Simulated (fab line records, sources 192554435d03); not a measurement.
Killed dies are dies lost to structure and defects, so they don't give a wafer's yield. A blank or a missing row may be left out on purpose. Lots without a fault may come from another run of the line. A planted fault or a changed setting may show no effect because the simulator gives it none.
Chamber matching | flow n5_finfet | N5_HKMG_FIN_DESCUM_53 on rie_diel-06: 4 sister chambers
The step chemistry O2, time 7.9 s. 18 wafers are shown with their chamber, then 9 later ones without.

WAFERS WITH THEIR CHAMBER
wafer  | chamber | drypump_motor_current_A (A) | showerhead_plenum_p_Torr (Torr) | throttle_valve_pct (%)
L074.2 | 1       | 5.7                         | 2.16                            | 20.43
L074.3 | 0       | 6.4                         | 2.22                            | 19.84
L074.5 | 2       | 5.1                         | 2.01                            | 20.58
L077.1 | 2       | 5.1                         | 2.01                            | 20.59
L077.3 | 1       | 5.7                         | 2.15                            | 20.44
L077.4 | 0       | 6.4                         | 2.21                            | 19.83
L080.1 | 0       | 6.4                         | 2.21                            | 19.84
L080.2 | 3       | 6.7                         | 2.22                            | 20.31
L080.4 | 1       | 5.7                         | 2.15                            | 20.48
L087.2 | 3       | 6.8                         | 2.21                            | 20.31
L087.3 | 0       | 6.4                         | 2.21                            | 19.86
L087.4 | 1       | 5.7                         | 2.15                            | 20.46
L088.3 | 2       | 5.1                         | 2.01                            | 20.62
L088.4 | 0       | 6.4                         | 2.21                            | 19.87
L088.6 | 2       | 5.1                         | 2.01                            | 20.63
L089.4 | 0       | 6.4                         | 2.21                            | 19.87
L089.5 | 0       | 6.4                         | 2.21                            | 19.88
L089.6 | 3       | 6.8                         | 2.21                            | 20.32

SIGNATURES (means of the wafers above)
reading                  | chamber 0 | chamber 1 | chamber 2 | chamber 3 | scatter within a chamber
drypump_motor_current_A  | 6.400     | 5.700     | 5.100     | 6.767     | 0.0218
showerhead_plenum_p_Torr | 2.2114    | 2.1525    | 2.0100    | 2.2133    | 0.00403
throttle_valve_pct       | 19.8557   | 20.4525   | 20.6050   | 20.3133   | 0.0197
Rule: a wafer's distance from a chamber is the root of the sum, over the readings, of the square of ((its reading less the chamber's mean) divided by the reading's scatter). The wafer belongs to the nearest chamber; if the next one is less than 2 further off, it can't be placed. The scatter: the root of (the sum of the squares of (reading less its chamber's mean) over the shown wafers, divided by (wafers less chambers)).

WAFERS WITHOUT THEIR CHAMBER
wafer  | drypump_motor_current_A (A) | showerhead_plenum_p_Torr (Torr) | throttle_valve_pct (%)
L090.3 | 6.4                         | 2.21                            | 19.88
L090.4 | 5.7                         | 2.15                            | 20.50
L090.5 | 6.4                         | 2.21                            | 19.88
L092.1 | 5.7                         | 2.14                            | 20.50
L092.2 | 6.4                         | 2.20                            | 19.88
L092.3 | 6.8                         | 2.21                            | 20.35
L093.1 | 5.1                         | 2.00                            | 20.64
L093.2 | 6.4                         | 2.20                            | 19.88
L093.3 | 6.8                         | 2.21                            | 20.34

WHICH CHAMBER EACH WENT THROUGH
wafer  | from the rows above | in truth
L090.3 | 0                   | 0
L090.4 | 1                   | 1
L090.5 | 0                   | 0
L092.1 | 1                   | 1
L092.2 | 0                   | 0
L092.3 | 3                   | 3
L093.1 | 2                   | 2
L093.2 | 0                   | 0
L093.3 | 3                   | 3
Placed correctly: 9 of 9. Can't be placed from these rows: 0. Placed wrongly: 0.
